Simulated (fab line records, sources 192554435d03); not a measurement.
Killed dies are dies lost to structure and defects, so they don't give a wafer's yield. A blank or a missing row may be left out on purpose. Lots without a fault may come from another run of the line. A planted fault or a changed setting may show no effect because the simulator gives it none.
fab line records | flow n5_finfet
record lots=7 wafers=39
route steps=1938 shown BEOL_M10@1512 BEOL_M11@1578
start_h: hours from the record's first day to the start of the lot's first wafer shown | wait_h: hours since the lot's step before | " the same as in the row above | L1.1+2: a row that stands for several wafers | - no value, or no start given | * or withheld: withheld | < > ~ a bound
route shown NAME@n: a module of which the file shows steps, and the number in the route of the first | usual: mean/standard deviation of fault-free wafers | same: alike in all rows | chamber/n: place in a boat | sites: the reading at each site | _std_site: their standard deviation | _edge_site: outer sites' mean less inner sites' | radius_mm: how far each site lies from the wafer's centre | mask NAME#n: copy n | behind: the tool/chamber that last shaped the wafer | hold: why the lot was held/for how many hours/how that ended | device: the transistor (n, p or np) that didn't switch | end of line: the same wafers' tests at the end of the route | a step without rows: its recipe alone | killed: dies lost to structure and defects at the first sort, not the wafer's yield | map: a wafer's dies, x killed, . not, _ none there
set.NAME: the setting as run; set.NAME@STEP: as run at that earlier step | model.NAME: the simulator's own value behind a step, which no gauge read
lots whose settings were changed on purpose; a table a step, a row a wafer
## steps
# step N5_BEOL_M10_TRENCH_ETCH_37
# recipe chemistry=C4F6/O2 target_depth_a=1488.3 target=SiCOH_lowk time_s=48 ion_energy_ev=250 pressure_mtorr=30 source_w=345 bias_w=185 Ar_flow_sccm=300 C4F6_flow_sccm=10 O2_flow_sccm=10
# columns lot.wafer tool chamber start_h wait_h set.time_s model.BEOL_M10.feature_depth_nm model.etch.depth_nm model.TiN_of_BEOL_M10_HM_DEP_02.thk_nm
L077.1 rie_diel-06 2 - - 48 145.8 145.9 15.8
L077.2 " 3 " " 23.59 75.2 75.1 17.4
L077.3 " 0 " " 23.59 73.4 73.48 18
L077.4 " 3 " " 23.59 75 75.08 18
L077.5 " 0 " " 48 149.2 149.1 15.2
L077.6 " 2 " " 48 145.6 145.6 16
L080.1 rie_diel-04 2 - - 28.52 86.6 86.7 17.6
L080.2 " 1 " " 28.52 86 85.99 18.2
L080.3 " 3 " " 48 151.8 151.8 15.6
L080.4 " 0 " " 28.52 87.4 87.5 17.8
L080.5 " 1 " " 48 144 144 16.2
L080.6 " 2 " " 48 147 147 16.4
L082.1 rie_diel-06 1 - - 48 156 156 15
L082.2 " 3 " " 48 154 154.1 16
L082.3 " 2 " " 48 144.6 144.6 16.2
L082.4 " 0 " " 48 146.8 146.9 16
L082.5 " 3 " " 48 154 153.9 15.2
L082.6 " 0 " " 48 147.8 147.8 16
L086.1 rie_diel-05 0 - - 65.71 208.8 208.9 14.4
L086.2 " 3 " " 65.71 205 205.1 14.4
L086.3 " 1 " " 65.71 207.6 207.6 13.6
L086.4 " 3 " " 48 148.2 148.2 15.6
L086.5 " 1 " " 48 152.6 152.6 15.6
L086.6 " 0 " " 48 152.2 152.2 15.6
L089.1 rie_diel-04 2 - - 48 143.6 143.7 15.4
L089.2 " 3 " " 48 150.2 150.2 16
L089.3 " 1 " " 48 142.6 142.7 16.6
L091.1 rie_diel-04 2 - - 48 144.2 144.2 16
L091.2 " 0 " " 48 146.8 146.8 15.8
L091.3 " 3 " " 48 150.2 150.2 15.8
L091.4 " 1 " " 48 142.8 142.8 16
L091.5 " 3 " " 48 150.4 150.4 15.8
L091.6 " 0 " " 48 146 145.9 15.8
L096.1 rie_diel-04 2 - - 48 145.2 145.1 16.2
L096.2 " 3 " " 62.42 192 192.1 14.6
L096.3 " 0 " " 48 145.2 145.3 16.2
L096.4 " 0 " " 62.42 188.8 188.8 14.6
L096.5 " 2 " " 48 144.4 144.4 16
L096.6 " 3 " " 62.42 192 192.1 14.8
# step N5_BEOL_M10_ETCH_41
# recipe chemistry=CH3F/O2 target=SiCN target_depth_a=426 taper_deg=2 time_s=86 ion_energy_ev=120 mask_material=TiN pressure_mtorr=30 source_w=395 bias_w=75 Ar_flow_sccm=150 CH3F_flow_sccm=30 O2_flow_sccm=20
# step N5_BEOL_M10_STRIP_77
# recipe chemistry=N2/H2 time_s=10 power_w=450 temp_c=40 pressure_mtorr=20 rf_frequency_hz=6e+07 bias_power_w=7 n2_flow_sccm=200 h2_flow_sccm=200
# step N5_BEOL_M10_OCD_MEAS_38
# usual trench_depth_nm=148/3.5
# columns lot.wafer tool chamber start_h wait_h set.time_s@BEOL_M10_TRENCH_ETCH_37 trench_depth_nm
L077.1 ocd-01 - 234.61 - 48 146
L077.2 " - " " 23.59 75
L077.3 " - " " 23.59 73
L077.4 " - " " 23.59 75
L077.5 " - " " 48 149
L077.6 " - " " 48 146
L080.1 ocd-02 - 251.12 - 28.52 87
L080.2 " - " " 28.52 86
L080.3 " - " " 48 152
L080.4 " - " " 28.52 88
L080.5 " - " " 48 144
L080.6 " - " " 48 147
L082.1 ocd-02 - 269.79 - 48 156
L082.2 " - " " 48 154
L082.3 " - " " 48 144
L082.4 " - " " 48 147
L082.5 " - " " 48 154
L082.6 " - " " 48 147
L086.1 ocd-01 - 291.79 - 65.71 209
L086.2 " - " " 65.71 205
L086.3 " - " " 65.71 208
L086.4 " - " " 48 148
L086.5 " - " " 48 153
L086.6 " - " " 48 152
L089.1 ocd-01 - 320.97 - 48 144
L089.2 " - " " 48 150
L089.3 " - " " 48 143
L091.1 ocd-01 - 332.67 - 48 145
L091.2 " - " " 48 146
L091.3 " - " " 48 150
L091.4 " - " " 48 143
L091.5 " - " " 48 151
L091.6 " - " " 48 146
L096.1 ocd-02 - 371.43 - 48 145
L096.2 " - " " 62.42 192
L096.3 " - " " 48 145
L096.4 " - " " 62.42 188
L096.5 " - " " 48 145
L096.6 " - " " 62.42 192
# step N5_BEOL_M10_HM_STRIP_39
# recipe chemistry=peroxide_tin_strip material=TiN target_depth_a=250 temp_c=50 time_s=158
# step N5_BEOL_M10_SRD_40
# recipe time_s=30 temp_c=23 rinse_liquid=diw dry=ipa_marangoni
# step N5_BEOL_M10_ECD_50
# recipe material=Cu target_thk_a=3180
# step N5_BEOL_M10_ANNEAL_51
# recipe temp_c=225 time_s=90 ambient=N2
# step N5_BEOL_M10_CMP_52
# recipe stop_on=SiCOH_lowk t_overpolish_s=7 down_force_psi=1 platen_rpm=50 clearing_platen_down_force_psi=1.5 clearing_platen_rpm=50 post_cmp_clean=cu_alkaline target_thk_nm=140 clearing_platen_pad_velocity_m_s=0.99484 pad_velocity_m_s=0.99484
# columns lot.wafer tool chamber start_h wait_h set.time_s@BEOL_M10_TRENCH_ETCH_37 model.Cu_of_BEOL_M10_ECD_50.thk_nm
L077.3 cmp-04 1 237.39 0.2 23.59 67.2
L077.1 " 2 " " 48 138.8
L077.2 " 3 " " 23.59 69.4
L077.4 " 0 " " 23.59 69.2
L077.5 " 1 " " 48 143
L077.6 " 2 " " 48 139.2
L080.3 cmp-01 3 253.50 0.2 48 142.2
L080.2+4 " 0,2 " " 28.52 79.8
L080.1 " 1 " " 28.52 77.6
L080.5 " 3 " " 48 135.8
L080.6 " 0 " " 48 141
L082.1 cmp-01 0 272.48 0.3 48 149.2
L082.3 " 1 " " 48 135.8
L082.4 " 2 " " 48 139
L082.2 " 3 " " 48 145
L082.6 " 0 " " 48 142.6
L082.5 " 1 " " 48 144.8
L086.2 cmp-03 0 295.26 0.2 65.71 197.6
L086.1 " 1 " " 65.71 200.6
L086.4 " 2 " " 48 137.4
L086.3 " 3 " " 65.71 199
L086.5 " 0 " " 48 145.8
L086.6 " 1 " " 48 142.4
L089.2 cmp-03 3 324.80 0.2 48 141.2
L089.1 " 0 " " 48 137.6
L089.3 " 2 " " 48 132
L091.2 cmp-01 2 334.86 0.2 48 137.4
L091.1 " 3 " " 48 136
L091.4 " 0 " " 48 135.4
L091.3 " 1 " " 48 141.2
L091.6 " 2 " " 48 137
L091.5 " 3 " " 48 140.8
L096.4 cmp-03 2 373.72 0.1 62.42 178
L096.1 " 3 " " 48 135.6
L096.3 " 0 " " 48 136.8
L096.2 " 1 " " 62.42 183
L096.6 " 2 " " 62.42 181.2
L096.5 " 3 " " 48 134.2
# step N5_BEOL_M10_THK_MEAS_53
# recipe thk_meas_gauge=xrf reads=Cu_of_BEOL_M10_ECD_50
# usual M10_THK=142/4.3
# columns lot.wafer tool chamber start_h wait_h set.time_s@BEOL_M10_TRENCH_ETCH_37 M10_THK[nm]
L077.1 film_metro-01 - 237.69 - 48 142
L077.2 " - " " 23.59 71
L077.3 " - " " 23.59 69
L077.4 " - " " 23.59 70
L077.5 " - " " 48 146
L077.6 " - " " 48 142
L080.1 film_metro-01 - 253.80 - 28.52 79
L080.2 " - " " 28.52 81
L080.3 " - " " 48 144
L080.4 " - " " 28.52 81
L080.5 " - " " 48 137
L080.6 " - " " 48 143
L082.1 film_metro-02 - 272.77 - 48 152
L082.2 " - " " 48 147
L082.3 " - " " 48 137
L082.4 " - " " 48 142
L082.5 " - " " 48 148
L082.6 " - " " 48 144
L086.1 film_metro-02 - 295.55 - 65.71 204
L086.2 " - " " 65.71 200
L086.3 " - " " 65.71 203
L086.4 " - " " 48 140
L086.5 " - " " 48 148
L086.6 " - " " 48 144
L089.1 film_metro-02 - 325.09 - 48 139
L089.2 " - " " 48 142
L089.3 " - " " 48 133
L091.1 film_metro-02 - 335.16 - 48 137
L091.2 " - " " 48 139
L091.3 " - " " 48 143
L091.4 " - " " 48 137
L091.5 " - " " 48 142
L091.6 " - " " 48 139
L096.1 film_metro-02 - 374.01 - 48 137
L096.2 " - " " 62.42 185
L096.3 " - " " 48 138
L096.4 " - " " 62.42 179
L096.5 " - " " 48 135
L096.6 " - " " 62.42 182
# step N5_BEOL_M10_PRE_CLEAN_55
# recipe gas=NH3 time_s=15 temp_c=withheld rf_power_w=300
# step N5_BEOL_M10_DEP_56
# recipe material=SiCN target_thk_a=150 temp_c=withheld precursor=3MS/NH3 pressure_torr=3 rf_w=202 time_s=26.5
# step N5_BEOL_M10_RS_MEAS_57
# recipe thk_meas_gauge=four-point-probe reads=Cu_of_BEOL_M10_ECD_50+Co_of_BEOL_M10_CVD_75+TaN_of_BEOL_M10_ALD_74
# usual M10_RS=0.151/0.0049
# columns lot.wafer tool chamber start_h wait_h set.time_s@BEOL_M10_TRENCH_ETCH_37 M10_RS[ohm/sq]
L077.1 film_metro-02 - 237.82 0.1 48 0.152
L077.2 " - " " 23.59 0.338
L077.3 " - " " 23.59 0.351
L077.4 " - " " 23.59 0.339
L077.5 " - " " 48 0.148
L077.6 " - " " 48 0.152
L080.1 film_metro-01 - 253.93 0.1 28.52 0.295
L080.2 " - " " 28.52 0.286
L080.3 " - " " 48 0.149
L080.4 " - " " 28.52 0.287
L080.5 " - " " 48 0.156
L080.6 " - " " 48 0.150
L082.1 film_metro-02 - 272.90 0.1 48 0.141
L082.2 " - " " 48 0.145
L082.3 " - " " 48 0.156
L082.4 " - " " 48 0.152
L082.5 " - " " 48 0.145
L082.6 " - " " 48 0.148
L086.1 film_metro-01 - 295.69 0.1 65.71 0.102
L086.2 " - " " 65.71 0.104
L086.3 " - " " 65.71 0.103
L086.4 " - " " 48 0.154
L086.5 " - " " 48 0.144
L086.6 " - " " 48 0.148
L089.1 film_metro-02 - 325.23 0.1 48 0.154
L089.2 " - " " 48 0.150
L089.3 " - " " 48 0.161
L091.1 film_metro-01 - 335.29 0.1 48 0.156
L091.2 " - " " 48 0.154
L091.3 " - " " 48 0.149
L091.4 " - " " 48 0.157
L091.5 " - " " 48 0.150
L091.6 " - " " 48 0.154
L096.1 film_metro-02 - 374.15 0.1 48 0.157
L096.2 " - " " 62.42 0.113
L096.3 " - " " 48 0.155
L096.4 " - " " 62.42 0.117
L096.5 " - " " 48 0.158
L096.6 " - " " 62.42 0.114
# step N5_BEOL_M11_TRENCH_ETCH_37
# recipe chemistry=C4F6/O2 target_depth_a=1488.3 target=SiCOH_lowk time_s=48 ion_energy_ev=250 pressure_mtorr=30 source_w=345 bias_w=185 Ar_flow_sccm=300 C4F6_flow_sccm=10 O2_flow_sccm=10
# columns lot.wafer tool chamber start_h wait_h set.time_s model.BEOL_M11.feature_depth_nm model.etch.depth_nm model.TiN_of_BEOL_M11_HM_DEP_02.thk_nm
L077.1 rie_diel-03 1 - - 48 150.8 150.8 16
L077.2 " 0 " " 48 147.6 147.5 16.2
L077.3 " 3 " " 70.85 222 222.1 14.2
L077.4 " 2 " " 70.85 221.2 221.2 14.4
L077.5 " 2 " " 70.85 222 221.9 14.2
L077.6 " 1 " " 48 150.4 150.5 16
L080.1 rie_diel-02 3 - - 48 146 145.9 16.4
L080.2 " 0 " " 26.97 80 80.09 18.2
L080.3 " 2 " " 26.97 81.8 81.76 18.2
L080.4 " 1 " " 26.97 82.6 82.62 18.2
L080.5 " 2 " " 48 146.8 146.8 16.6
L080.6 " 1 " " 48 148 148 16.4
L082.1 rie_diel-02 2 - - 29.89 92.8 92.81 17.4
L082.2 " 1 " " 29.89 92.6 92.69 17.6
L082.3 " 3 " " 48 147.4 147.4 16
L082.4 " 0 " " 29.89 90 89.91 17.6
L082.5 " 1 " " 48 149.4 149.5 15.8
L082.6 " 2 " " 48 148.4 148.4 16
L086.1 rie_diel-02 0 - - 71.61 215.8 215.8 14.2
L086.2 " 1 " " 71.61 222.2 222.2 14.2
L086.3 " 3 " " 48 146.2 146.2 16.4
L086.4 " 1 " " 48 149.6 149.5 16
L086.5 " 3 " " 48 146 146 16.4
L086.6 " 0 " " 71.61 215 215 14.2
L089.1+3 rie_diel-02 1,3 - - 48 148.2 148.2 16
L089.2 " 0 " " 48 143.2 143.1 16
L091.1 rie_diel-03 3 - - 48 149.4 149.4 16
L091.2 " 0 " " 48 151.4 151.3 16
L091.3 " 1 " " 48 150.6 150.6 15.8
L091.4 " 2 " " 48 151.6 151.5 15.8
L091.5 " 1 " " 48 150 150.1 15.8
L091.6 " 2 " " 48 151.2 151.2 16
L096.1 rie_diel-02 2 - - 48 149.6 149.6 15.8
L096.2 " 1 " " 37.38 114 114 17
L096.3 " 0 " " 48 144.4 144.4 15.8
L096.4 " 3 " " 37.38 113.4 113.4 16.6
L096.5 " 2 " " 37.38 117 117.1 16.8
L096.6 " 3 " " 48 146 146 15.6
# step N5_BEOL_M11_ETCH_41
# recipe chemistry=CH3F/O2 target=SiCN target_depth_a=426 taper_deg=2 time_s=86 ion_energy_ev=120 mask_material=TiN pressure_mtorr=30 source_w=395 bias_w=75 Ar_flow_sccm=150 CH3F_flow_sccm=30 O2_flow_sccm=20
# step N5_BEOL_M11_STRIP_77
# recipe chemistry=N2/H2 time_s=10 power_w=450 temp_c=40 pressure_mtorr=20 rf_frequency_hz=6e+07 bias_power_w=7 n2_flow_sccm=200 h2_flow_sccm=200
# step N5_BEOL_M11_OCD_MEAS_38
# usual trench_depth_nm=149.1/3
# columns lot.wafer tool chamber start_h wait_h set.time_s@BEOL_M11_TRENCH_ETCH_37 trench_depth_nm
L077.1 ocd-01 - 240.75 - 48 150.8
L077.2 " - " " 48 147.4
L077.3 " - " " 70.85 221.6
L077.4 " - " " 70.85 221.4
L077.5 " - " " 70.85 221.5
L077.6 " - " " 48 150.7
L080.1 ocd-01 - 258.19 - 48 146.4
L080.2 " - " " 26.97 80.1
L080.3 " - " " 26.97 81.4
L080.4 " - " " 26.97 83.1
L080.5 " - " " 48 146.6
L080.6 " - " " 48 148.3
L082.1 ocd-02 - 282.14 - 29.89 92.7
L082.2 " - " " 29.89 92.5
L082.3 " - " " 48 147.1
L082.4 " - " " 29.89 89.4
L082.5 " - " " 48 148.9
L082.6 " - " " 48 148.2
L086.1 ocd-02 - 301.89 - 71.61 215.6
L086.2 " - " " 71.61 222.3
L086.3 " - " " 48 146.9
L086.4 " - " " 48 149.8
L086.5 " - " " 48 145.7
L086.6 " - " " 71.61 215.2
L089.1 ocd-02 - 332.67 - 48 148.2
L089.2 " - " " 48 143.4
L089.3 " - " " 48 148.0
L091.1 ocd-01 - 339.65 - 48 149.3
L091.2 " - " " 48 151.3
L091.3 " - " " 48 150.6
L091.4 " - " " 48 151.5
L091.5 " - " " 48 150.5
L091.6 " - " " 48 151.4
L096.1 ocd-01 - 377.84 - 48 149.7
L096.2 " - " " 37.38 114.1
L096.3 " - " " 48 144.2
L096.4 " - " " 37.38 113.4
L096.5 " - " " 37.38 117.1
L096.6 " - " " 48 145.9
# step N5_BEOL_M11_HM_STRIP_39
# recipe chemistry=peroxide_tin_strip material=TiN target_depth_a=250 temp_c=50 time_s=158
# step N5_BEOL_M11_SRD_40
# recipe time_s=30 temp_c=23 rinse_liquid=diw dry=ipa_marangoni
# step N5_BEOL_M11_ECD_50
# recipe material=Cu target_thk_a=3180
# step N5_BEOL_M11_ANNEAL_51
# recipe temp_c=225 time_s=90 ambient=N2
# step N5_BEOL_M11_CMP_52
# recipe stop_on=SiCOH_lowk t_overpolish_s=7 down_force_psi=1 platen_rpm=50 clearing_platen_down_force_psi=1.5 clearing_platen_rpm=50 post_cmp_clean=cu_alkaline target_thk_nm=140 clearing_platen_pad_velocity_m_s=0.99484 pad_velocity_m_s=0.99484
# columns lot.wafer tool chamber start_h wait_h set.time_s@BEOL_M11_TRENCH_ETCH_37 model.Cu_of_BEOL_M11_ECD_50.thk_nm
L077.4 cmp-04 0 242.78 0.1 70.85 215
L077.2 " 1 " " 48 141.2
L077.3 " 2 " " 70.85 215.2
L077.1 " 3 " " 48 145.4
L077.6 " 0 " " 48 142.6
L077.5 " 1 " " 70.85 215.4
L080.4 cmp-01 3 261.81 0.1 26.97 74.2
L080.3 " 0 " " 26.97 74.4
L080.2 " 1 " " 26.97 72.2
L080.1 " 2 " " 48 138
L080.6 " 3 " " 48 139.2
L080.5 " 0 " " 48 138.8
L082.2 cmp-04 3 284.65 0.2 29.89 84.4
L082.4 " 0 " " 29.89 81.2
L082.1 " 1 " " 29.89 85.4
L082.3 " 2 " " 48 139.2
L082.6 " 3 " " 48 140.6
L082.5 " 0 " " 48 139.8
L086.1 cmp-01 2 304.82 0.3 71.61 209.2
L086.4 " 3 " " 48 142.2
L086.3 " 0 " " 48 139.8
L086.2 " 1 " " 71.61 214.6
L086.6 " 2 " " 71.61 208
L086.5 " 3 " " 48 138.4
L089.3 cmp-01 1 334.45 0.2 48 140.8
L089.2 " 3 " " 48 134.8
L089.1 " 0 " " 48 141
L091.2+6 cmp-04 2 342.76 0.2 48 142.4
L091.1 " 3 " " 48 142
L091.4 " 0 " " 48 142.6
L091.3 " 1 " " 48 141.6
L091.5 " 3 " " 48 141.8
L096.2 cmp-04 0 381.25 0.2 37.38 106.8
L096.1 " 1 " " 48 140.8
L096.4 " 2 " " 37.38 106
L096.3+6 " 3,0 " " 48 137.8
L096.5 " 1 " " 37.38 110.4
# step N5_BEOL_M11_THK_MEAS_53
# recipe thk_meas_gauge=xrf reads=Cu_of_BEOL_M11_ECD_50
# usual M11_THK=143/3.1
# columns lot.wafer tool chamber start_h wait_h set.time_s@BEOL_M11_TRENCH_ETCH_37 M11_THK[nm]
L077.1 film_metro-02 - 243.07 - 48 148
L077.2 " - " " 48 144
L077.3 " - " " 70.85 219
L077.4 " - " " 70.85 220
L077.5 " - " " 70.85 219
L077.6 " - " " 48 145
L080.1 film_metro-01 - 262.10 - 48 140
L080.2 " - " " 26.97 73
L080.3 " - " " 26.97 76
L080.4 " - " " 26.97 76
L080.5 " - " " 48 141
L080.6 " - " " 48 142
L082.1 film_metro-02 - 284.95 - 29.89 86
L082.2 " - " " 29.89 85
L082.3 " - " " 48 141
L082.4 " - " " 29.89 82
L082.5 " - " " 48 142
L082.6 " - " " 48 142
L086.1 film_metro-02 - 305.11 - 71.61 211
L086.2 " - " " 71.61 217
L086.3 " - " " 48 140
L086.4 " - " " 48 143
L086.5 " - " " 48 139
L086.6 " - " " 71.61 209
L089.1 film_metro-01 - 334.74 - 48 142
L089.2 " - " " 48 136
L089.3 " - " " 48 142
L091.1 film_metro-01 - 343.05 - 48 143
L091.2 " - " " 48 143
L091.3 " - " " 48 143
L091.4 " - " " 48 144
L091.5 " - " " 48 143
L091.6 " - " " 48 143
L096.1 film_metro-02 - 381.55 - 48 141
L096.2 " - " " 37.38 107
L096.3 " - " " 48 138
L096.4 " - " " 37.38 106
L096.5 " - " " 37.38 110
L096.6 " - " " 48 137
# step N5_BEOL_M11_PRE_CLEAN_55
# recipe gas=NH3 time_s=15 temp_c=withheld rf_power_w=300
# step N5_BEOL_M11_DEP_56
# recipe material=SiCN target_thk_a=300 temp_c=withheld precursor=3MS/NH3 pressure_torr=3 rf_w=675 time_s=10.5
# step N5_BEOL_M11_RS_MEAS_57
# recipe thk_meas_gauge=four-point-probe reads=Cu_of_BEOL_M11_ECD_50+Co_of_BEOL_M11_CVD_75+TaN_of_BEOL_M11_ALD_74
# usual M11_RS=0.150/0.0037
# columns lot.wafer tool chamber start_h wait_h set.time_s@BEOL_M11_TRENCH_ETCH_37 M11_RS[ohm/sq]
L077.1 film_metro-02 - 243.22 0.1 48 0.145
L077.2 " - " " 48 0.150
L077.3 " - " " 70.85 0.095
L077.4 " - " " 70.85 0.095
L077.5 " - " " 70.85 0.095
L077.6 " - " " 48 0.148
L080.1 film_metro-02 - 262.22 0.0 48 0.153
L080.2 " - " " 26.97 0.321
L080.3 " - " " 26.97 0.311
L080.4 " - " " 26.97 0.312
L080.5 " - " " 48 0.153
L080.6 " - " " 48 0.152
L082.1 film_metro-01 - 285.07 0.0 29.89 0.264
L082.2 " - " " 29.89 0.268
L082.3 " - " " 48 0.152
L082.4 " - " " 29.89 0.280
L082.5 " - " " 48 0.151
L082.6 " - " " 48 0.150
L086.1 film_metro-01 - 305.24 0.0 71.61 0.098
L086.2 " - " " 71.61 0.095
L086.3 " - " " 48 0.151
L086.4 " - " " 48 0.148
L086.5 " - " " 48 0.153
L086.6 " - " " 71.61 0.098
L089.1 film_metro-01 - 334.87 0.0 48 0.150
L089.2 " - " " 48 0.157
L089.3 " - " " 48 0.150
L091.1 film_metro-02 - 343.18 0.0 48 0.149
L091.2 " - " " 48 0.148
L091.3 " - " " 48 0.149
L091.4 " - " " 48 0.148
L091.5 " - " " 48 0.149
L091.6 " - " " 48 0.148
L096.1 film_metro-02 - 381.67 0.0 48 0.150
L096.2 " - " " 37.38 0.205
L096.3 " - " " 48 0.154
L096.4 " - " " 37.38 0.206
L096.5 " - " " 37.38 0.197
L096.6 " - " " 48 0.154
## key
split step=N5_BEOL_M10_TRENCH_ETCH_37 setting=time_s stated=48 by=wafer
response step=N5_BEOL_M10_TRENCH_ETCH_37 reading=model.BEOL_M10.feature_depth_nm change=+1.48 per=1% r=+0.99
response step=N5_BEOL_M10_TRENCH_ETCH_37 reading=model.etch.depth_nm change=+1.48 per=1% r=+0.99
response step=N5_BEOL_M10_TRENCH_ETCH_37 reading=model.TiN_of_BEOL_M10_HM_DEP_02.thk_nm change=-0.0431 per=1% r=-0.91
response step=N5_BEOL_M10_OCD_MEAS_38 reading=trench_depth_nm change=+1.48 per=1% r=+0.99
response step=N5_BEOL_M10_CMP_52 reading=model.Cu_of_BEOL_M10_ECD_50.thk_nm change=+1.47 per=1% r=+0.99
response step=N5_BEOL_M10_THK_MEAS_53 reading=M10_THK change=+1.5 per=1% r=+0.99
response step=N5_BEOL_M10_RS_MEAS_57 reading=M10_RS change=-0.00282 per=1% r=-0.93
split step=N5_BEOL_M11_TRENCH_ETCH_37 setting=time_s stated=48 by=wafer
response step=N5_BEOL_M11_TRENCH_ETCH_37 reading=model.BEOL_M11.feature_depth_nm change=+1.48 per=1% r=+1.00
response step=N5_BEOL_M11_TRENCH_ETCH_37 reading=model.etch.depth_nm change=+1.48 per=1% r=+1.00
response step=N5_BEOL_M11_TRENCH_ETCH_37 reading=model.TiN_of_BEOL_M11_HM_DEP_02.thk_nm change=-0.0408 per=1% r=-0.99
response step=N5_BEOL_M11_OCD_MEAS_38 reading=trench_depth_nm change=+1.48 per=1% r=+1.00
response step=N5_BEOL_M11_CMP_52 reading=model.Cu_of_BEOL_M11_ECD_50.thk_nm change=+1.47 per=1% r=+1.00
response step=N5_BEOL_M11_THK_MEAS_53 reading=M11_THK change=+1.5 per=1% r=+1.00
response step=N5_BEOL_M11_RS_MEAS_57 reading=M11_RS shape=bent at_lowest=0.315 at_stated=0.150 at_highest=0.097
